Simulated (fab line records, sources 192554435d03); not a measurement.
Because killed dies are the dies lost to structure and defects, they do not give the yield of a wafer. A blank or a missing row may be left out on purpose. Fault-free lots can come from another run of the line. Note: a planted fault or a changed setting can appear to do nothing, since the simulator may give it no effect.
2 desks looking at one fault + flow n5-finfet + only its own numbers are on each desk; what lay behind them is given at the end

== AT THE METROLOGY DESK ==
Means of the sampled wafers that have a number, per lot and without regard to the tool the lot ran on: this is what the gauges read. The brackets show how far a lot's mean lies from the usual mean; more than 4 standard deviations puts the lot out of limits, marked OUT. 7 of its 11 readings are shown, namely those furthest out on some lot.
Columns: A = DIBL_N at N5_BEOL_M4_RC_MEAS_101, usual 36.3 mV/V; B = DIBL_P at N5_BEOL_M4_RC_MEAS_101, usual 36.2 mV/V; C = IOFF_N at N5_BEOL_M4_RC_MEAS_101, usual 0.160 nA/um; D = IOFF_P at N5_BEOL_M4_RC_MEAS_101, usual 0.21 nA/um; E = SS_N at N5_BEOL_M4_RC_MEAS_101, usual 71.5 mV/dec; F = SS_P at N5_BEOL_M4_RC_MEAS_101, usual 73.3 mV/dec; G = VT_P at N5_BEOL_M4_RC_MEAS_101, usual -250 mV
| lot  | first seen here | A    | B    | C     | D    | E    | F    | G    |
|------|-----------------|------|------|-------|------|------|------|------|
| L237 | day 1 12:46     | 39.9 | 39.6 | 0.216 | 0.28 | 72.1 | 74.0 | -247 |
| L238 | day 1 18:38     | 36.0 | 35.6 | 0.157 | 0.21 | 70.7 | 72.6 | -249 |
| L239 | day 2 00:40     | 34.0 | 33.8 | 0.131 | 0.17 | 71.0 | 72.5 | -255 |
| L246 | day 3 18:40     | 37.8 | 38.7 | 0.185 | 0.28 | 71.5 | 73.5 | -243 |
| L248 | day 4 06:38     | 37.5 | 38.5 | 0.188 | 0.24 | 71.7 | 74.4 | -251 |
| L251 | day 5 00:38     | 36.9 | 37.0 | 0.177 | 0.21 | 71.9 | 73.7 | -252 |
| L254 | day 5 18:46     | 34.3 | 35.4 | 0.132 | 0.19 | 71.3 | 72.7 | -252 |
| L257 | day 6 12:46     | 32.8 | 30.9 | 0.112 | 0.15 | 70.5 | 72.6 | -254 |
| L258 | day 6 18:39     | 34.4 | 34.6 | 0.132 | 0.19 | 71.0 | 73.0 | -250 |
| L260 | day 7 06:40     | 36.0 | 35.8 | 0.146 | 0.17 | 71.7 | 73.5 | -255 |
Result from this desk: across the 10 lots, nothing is out of limits.

== FOR THE TOOL OWNER'S DESK: krf-scanner-02 ==
The tool's own readings at N5_WELL_APT_EXPOSE_05 (exposes mask NWELL, defocus 0 nm, target cd 200 nm): means of the sampled wafers that have a number, for each lot that ran on this tool. The brackets show how far a lot's mean lies from the usual mean; more than 4 standard deviations puts the lot out of limits, marked OUT.
Columns: A = exposure-dose-mJ-cm2 at N5_WELL_APT_EXPOSE_05, usual 20.279
| lot  | first seen here | A                |
|------|-----------------|------------------|
| L238 | day 1 19:59     | 20.292           |
| L239 | day 2 01:35     | 20.301           |
| L246 | day 3 19:43     | 20.633 (+18) OUT |
| L248 | day 4 07:31     | 20.542 (+13) OUT |
Finding of this desk: L246, L248 out of limits; the first was L246 at day 3 19:43, on exposure-dose-mJ-cm2 at N5_WELL_APT_EXPOSE_05. Within limits: L238, L239.

== ALL TOGETHER ==
The tool owner's desk could have raised an alarm at day 3 19:43, on L246, L248.
The metrology desk saw nothing out of limits.
The metrology desk has L246, L248 on record, within its limits.
Of the lots named, all ran N5_WELL_APT_EXPOSE_05 on krf-scanner-02.

== WHAT THE SIMULATOR HAD PUT IN ==
Drift in process parameters on krf-scanner-02 at N5_WELL_APT_EXPOSE_05, starting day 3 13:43. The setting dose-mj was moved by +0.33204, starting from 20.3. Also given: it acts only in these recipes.
Lots struck among those shown: L246, L248.
Hours from the fault's start to each desk's first reading out of limits: the tool owner's desk, 6.
